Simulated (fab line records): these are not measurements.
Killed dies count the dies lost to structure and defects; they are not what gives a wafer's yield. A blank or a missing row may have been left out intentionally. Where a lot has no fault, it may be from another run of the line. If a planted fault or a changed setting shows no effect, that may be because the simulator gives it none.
Split-lot experiment | flow n5_finfet | on a route of 1938 steps: 7 lots, 39 wafers read

## ABOUT THE SPLIT
At N5_MOL_CONTACT_COAG_ALD_123 (deposits SiNx, target thk 5 nm, pulse time 1 s, purge time 2 s), the setting ald_cycles was moved away from the recipe's 100 on 12 of the 39 wafers read, by -14.0% to +8.0%. The other wafers ran this setting at the recipe's value.

## FROM THE SPLIT TO THE READING: what the file shows between them, 4 steps
- N5_MOL_CONTACT_COAG_PECVD_31: deposits SiO2 from TEOS/O2, target thk 46 nm, time 8.9 s
- N5_MOL_CONTACT_COAG_COAT_75: time 60 s, resist thk 60 nm
- N5_MOL_CONTACT_COAG_STRIP_120: strips in CHF3
- N5_MOL_CONTACT_COAG_VIA_ETCH_117: etches SiO2 in C4F6/O2, target depth 40 nm, overetch 8 nm, time 26 s

## THE READING
etch.depth_nm (the simulator's own value, which no gauge read), in nm, at N5_MOL_CONTACT_COAG_ETCH_124 (etches SiNx in CH3F/O2, stops on SiOC, target depth 6.5 nm). The file gives no usual value for it. Across the 27 wafers here that went through the recipe, the average is 5.008 nm and the standard deviation 0.023 nm.

wafer  | tool, chamber at the split | ald_cycles as run | against the recipe | etch.depth_nm, nm | against lot-mates on the recipe
L078.1 | ald_sin-01, 3,0,2          | 100               | recipe             | 5.016             | -
L078.2 | ald_sin-01, 1,2,3          | 86                | -14.0%             | 4.307             | -0.705
L078.3 | ald_sin-01, 3,0,2          | 100               | recipe             | 5.005             | -
L078.4 | ald_sin-01, 3,0,2          | 100               | recipe             | 5.015             | -
L078.5 | ald_sin-01, 1,2,3          | 86                | -14.0%             | 4.31              | -0.702
L078.6 | ald_sin-01, 1,2,3          | 86                | -14.0%             | 4.304             | -0.708
L079.1 | ald_sin-03, 0,3,0          | 100               | recipe             | 4.961             | -
L079.3 | ald_sin-03, 0,3,0          | 100               | recipe             | 5.009             | -
L079.6 | ald_sin-03, 0,3,0          | 100               | recipe             | 4.981             | -
L081.1 | ald_sin-03, 3,2,0,1,1,0    | 100               | recipe             | 5.012             | -
L081.2 | ald_sin-03, 3,2,0,1,1,0    | 100               | recipe             | 5.016             | -
L081.3 | ald_sin-03, 3,2,0,1,1,0    | 100               | recipe             | 5.036             | -
L081.4 | ald_sin-03, 3,2,0,1,1,0    | 100               | recipe             | 5.023             | -
L081.5 | ald_sin-03, 3,2,0,1,1,0    | 100               | recipe             | 5.011             | -
L081.6 | ald_sin-03, 3,2,0,1,1,0    | 100               | recipe             | 4.994             | -
L083.1 | ald_sin-04, 0,1,2          | 105               | +5.0%              | 5.271             | +0.259
L083.2 | ald_sin-04, 3,0,1          | 100               | recipe             | 4.995             | -
L083.3 | ald_sin-04, 0,1,2          | 105               | +5.0%              | 5.247             | +0.235
L083.4 | ald_sin-04, 0,1,2          | 105               | +5.0%              | 5.274             | +0.262
L083.5 | ald_sin-04, 3,0,1          | 100               | recipe             | 5.029             | -
L083.6 | ald_sin-04, 3,0,1          | 100               | recipe             | 5.011             | -
L086.1 | ald_sin-01, 2,1,3          | 100               | recipe             | 5.039             | -
L086.2 | ald_sin-01, 0,3,2          | 86                | -14.0%             | 4.304             | -0.733
L086.3 | ald_sin-01, 2,1,3          | 100               | recipe             | 5.03              | -
L086.4 | ald_sin-01, 2,1,3          | 100               | recipe             | 5.041             | -
L086.5 | ald_sin-01, 0,3,2          | 86                | -14.0%             | 4.315             | -0.722
L086.6 | ald_sin-01, 0,3,2          | 86                | -14.0%             | 4.334             | -0.703
L095.1 | ald_sin-04, 2,1,0,3,1,2    | 100               | recipe             | 4.982             | -
L095.2 | ald_sin-04, 2,1,0,3,1,2    | 100               | recipe             | 4.962             | -
L095.3 | ald_sin-04, 2,1,0,3,1,2    | 100               | recipe             | 4.991             | -
L095.4 | ald_sin-04, 2,1,0,3,1,2    | 100               | recipe             | 4.984             | -
L095.5 | ald_sin-04, 2,1,0,3,1,2    | 100               | recipe             | 4.994             | -
L095.6 | ald_sin-04, 2,1,0,3,1,2    | 100               | recipe             | 4.993             | -
L097.1 | ald_sin-04, 1,2,0          | 100               | recipe             | 5.015             | -
L097.2 | ald_sin-04, 3,0,3          | 108               | +8.0%              | 5.413             | +0.383
L097.3 | ald_sin-04, 3,0,3          | 108               | +8.0%              | 5.435             | +0.405
L097.4 | ald_sin-04, 1,2,0          | 100               | recipe             | 5.055             | -
L097.5 | ald_sin-04, 3,0,3          | 108               | +8.0%              | 5.414             | +0.384
L097.6 | ald_sin-04, 1,2,0          | 100               | recipe             | 5.021             | -
Where a row lists several chambers, the file gives one row for several wafers and doesn't say which wafer went through which chamber.

FIT RESULTS
A straight line over all 39 wafers: etch.depth_nm changes by +0.0501 nm for each +1% of ald_cycles; r = +1.00; the points scatter about the line by 0.021 nm.
The same after taking each lot's own level away (the mean of its wafers on the recipe; 39 wafers): +0.0505 nm for each +1%; r = +1.00; scatter 0.013 nm.
Per that fit: largest ald_cycles move, reading shift of 0.71 nm.
The lots' own levels span 4.9837 to 5.0367 nm, that is 2.3 times the standard deviation above.
Hence the lot-to-lot level has little effect on the slope; both slopes agree.
Check: for one of the wafers moved furthest among these (-14.0%), held out of the fit, the line's prediction against its lot-mates is -0.71 nm. Against them it came out at -0.705 nm.

## THE OTHER SPLITS THESE WAFERS WENT THROUGH
Before the reading, these wafers also passed through other splits. Each is held against what the fit with the lots' levels taken away leaves over:
other split on the same wafers       | wafers away from the commonest value | r with etch.depth_nm (lot level and that fit taken away)
N5_WELL_APT_IMPLANT_31 energy_kev    | 18                                   | +0.10
N5_DUMMY_GATE_CVD_03 target_thk_a    | 24                                   | -0.02
N5_DUMMY_GATE_ETCH_44 target_depth_a | 18                                   | -0.13

## THE WHOLE CHAIN: every reading that the file lists as answering this split, in the file's order
step                         | what it does                                                   | reading                                                                                  | change (the file's fit)                | r (the file's)
N5_MOL_CONTACT_COAG_ALD_123  | deposits SiNx, target thk 5 nm, pulse time 1 s, purge time 2 s | SiNx_of_MOL_CONTACT_COAG_ALD_123.thk_nm (the simulator's own value, which no gauge read) | +0.0437 nm for each +1% of the setting | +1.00
N5_MOL_CONTACT_COAG_ETCH_124 | etches SiNx in CH3F/O2, stops on SiOC, target depth 6.5 nm     | etch.depth_nm (the simulator's own value, which no gauge read)                           | +0.0506 nm for each +1% of the setting | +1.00

## FILE'S OWN FIT
etch.depth_nm changes by +0.0506 nm for each +1% of ald_cycles, r = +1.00.
